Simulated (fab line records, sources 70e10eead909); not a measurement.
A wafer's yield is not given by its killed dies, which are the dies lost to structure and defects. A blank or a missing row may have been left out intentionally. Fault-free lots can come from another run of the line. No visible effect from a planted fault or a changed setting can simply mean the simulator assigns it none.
The tool behind it: which one?    flow nand-harc    Sampling: 6 lots, 18 wafers, 5 of 1159 route steps

== WHAT THE GAUGES SHOWED, per wafer ==
NHARC_END_SORT_01.
lot   measured      on         killed-at-array
L572  day 22 13:51  prober-02  669 671 670

== EACH LOT AND THE TOOL THAT RAN IT (in order: tool; ch and the chambers of the sampled wafers; start) ==
lot   NHARC_A_CHANNEL_FILL_D1_RTA_24    NHARC_A_STAIRCASE_DESCUM_11         NHARC_A_STAIRCASE_ETCH_13           NHARC_A_STAIRCASE_ETCH_21
L567  rtp-anneal-01 ch 0, day 11 15:15  rie-diel-10 ch 0,1,3, day 11 18:27  rie-diel-10 ch 0,1,3, day 11 19:40  rie-diel-10 ch 0,1,3, no start
L569  rtp-anneal-01 ch 0, day 12 04:22  rie-diel-02 ch 0,2,3, day 12 07:32  rie-diel-02 ch 1,2, day 12 07:46    rie-diel-10 ch 0,3, no start
L572  rtp-anneal-01 ch 0, day 13 05:28  rie-diel-06 ch 0,1, day 13 08:51    rie-diel-06 ch 1,2,3, day 13 09:06  rie-diel-06 ch 0,1,2, day 22 13:51 or earlier
L582  rtp-anneal-02 ch 0, day 15 05:56  rie-diel-06 ch 0,2,3, day 15 09:13  rie-diel-06 ch 0,1,3, day 15 09:28  rie-diel-06 ch 0,1,2, no start
L585  rtp-anneal-02 ch 0, day 15 18:10  rie-diel-06 ch 0,1,2, day 15 21:37  rie-diel-06 ch 0,2,3, day 15 22:06  rie-diel-02 ch 0,3, no start
L586  rtp-anneal-01 ch 0, day 16 18:24  rie-diel-10 ch 0,2,3, day 16 21:31  rie-diel-10 ch 0,2,3, day 16 21:45  rie-diel-02 ch 0,1,2, no start
- NHARC_A_CHANNEL_FILL_D1_RTA_24: time 5 s.
- NHARC_A_STAIRCASE_DESCUM_11: chemistry O2, time 3 s.
- NHARC_A_STAIRCASE_ETCH_13: etches the open film in C4F8/O2, target depth 100 nm, time 40.5 s.
- NHARC_A_STAIRCASE_ETCH_21: etches the open film in C4F8/O2, target depth 100 nm, time 40.5 s.

== THE ANSWER, worked out from the rows above alone ==
Rule: the lots themselves supply what counts as usual. Put in order of their means at a reading, lots are off if they are a third of the lots or fewer, leave a main group of 4 or more, and stand apart from it by a gap of 3 or more times the standard deviation of the main group's means; of several such gaps the widest counts. A main group is skipped when, at the precision printed for the reading in the tables above, its means are all equal. Also off: a lot with no number at a reading for which 4 or more lots have one. Any other lot the step has rows for is counted as sound.
No lot is off at any reading shown: from this, nothing can be told.

== WHAT THE SIMULATOR PUT IN ==
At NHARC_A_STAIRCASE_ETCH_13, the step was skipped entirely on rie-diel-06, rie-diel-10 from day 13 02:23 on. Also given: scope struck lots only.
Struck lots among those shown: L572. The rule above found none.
